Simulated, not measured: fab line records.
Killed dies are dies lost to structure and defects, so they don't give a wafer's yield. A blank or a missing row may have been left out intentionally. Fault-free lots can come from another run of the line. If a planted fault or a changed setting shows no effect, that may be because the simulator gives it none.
Matching of chambers | flow nand-harc | NHARC_P_GATE_STRIP_101 on rie-diel-10: 4 sister chambers
The step strips in O2, time 20 s. 14 wafers are shown with their chamber, then 7 later ones without.

EACH WAFER AND ITS CHAMBER
wafer  | chamber | showerhead-plenum-p-Torr (Torr) | throttle-valve-pct (%) | oes-product-au (a.u.)
L481.1 | 1       | 3.51                            | 17.035                 | 0.990
L481.3 | 0       | 3.71                            | 17.030                 | 1.000
L481.5 | 3       | 3.78                            | 17.047                 | 0.997
L482.3 | 1       | 3.51                            | 17.027                 | 0.998
L482.5 | 2       | 3.39                            | 17.051                 | 1.008
L482.6 | 1       | 3.51                            | 17.017                 | 0.999
L487.2 | 1       | 3.51                            | 17.024                 | 0.994
L487.3 | 3       | 3.77                            | 17.050                 | 0.996
L487.4 | 2       | 3.39                            | 17.050                 | 1.010
L496.1 | 0       | 3.70                            | 17.038                 | 1.003
L496.5 | 1       | 3.51                            | 17.025                 | 0.994
L496.6 | 2       | 3.39                            | 17.042                 | 1.004
L497.1 | 2       | 3.39                            | 17.036                 | 0.998
L497.2 | 0       | 3.70                            | 17.035                 | 1.007

SIGNATURES, as means of the wafers listed above
reading                  | chamber 0 | chamber 1 | chamber 2 | chamber 3 | scatter within a chamber
showerhead-plenum-p-Torr | 3.7033    | 3.5100    | 3.3900    | 3.7750    | 0.00342
throttle-valve-pct       | 17.03433  | 17.02560  | 17.04475  | 17.04850  | 0.00596
oes-product-au           | 1.00333   | 0.99500   | 1.00500   | 0.99650   | 0.00401
Rule: distance of a wafer from a chamber = root of the sum over the readings of ((wafer's reading minus chamber's mean) / reading's scatter) squared. The wafer belongs to the nearest chamber; if the next one is less than 2 further off, it can't be placed. The scatter: the root of (the sum of the squares of (reading less its chamber's mean) over the shown wafers, divided by (wafers less chambers)).

WAFERS WITHOUT THEIR CHAMBER
wafer  | showerhead-plenum-p-Torr (Torr) | throttle-valve-pct (%) | oes-product-au (a.u.)
L497.5 | 3.70                            | 17.034                 | 1.003
L501.1 | 3.38                            | 17.038                 | 0.994
L501.3 | 3.51                            | 17.026                 | 0.990
L501.4 | 3.77                            | 17.033                 | 0.992
L502.1 | 3.38                            | 17.049                 | 1.001
L502.3 | 3.51                            | 17.024                 | 0.992
L502.6 | 3.51                            | 17.038                 | 0.989

CHAMBER TAKEN BY EACH
wafer  | from the rows above | in truth
L497.5 | 0                   | 0
L501.1 | 2                   | 2
L501.3 | 1                   | 1
L501.4 | 3                   | 3
L502.1 | 2                   | 2
L502.3 | 1                   | 1
L502.6 | 1                   | 1
Correctly placed: 7 of 7. Can't be placed from these rows: 0. 0 placed wrongly.
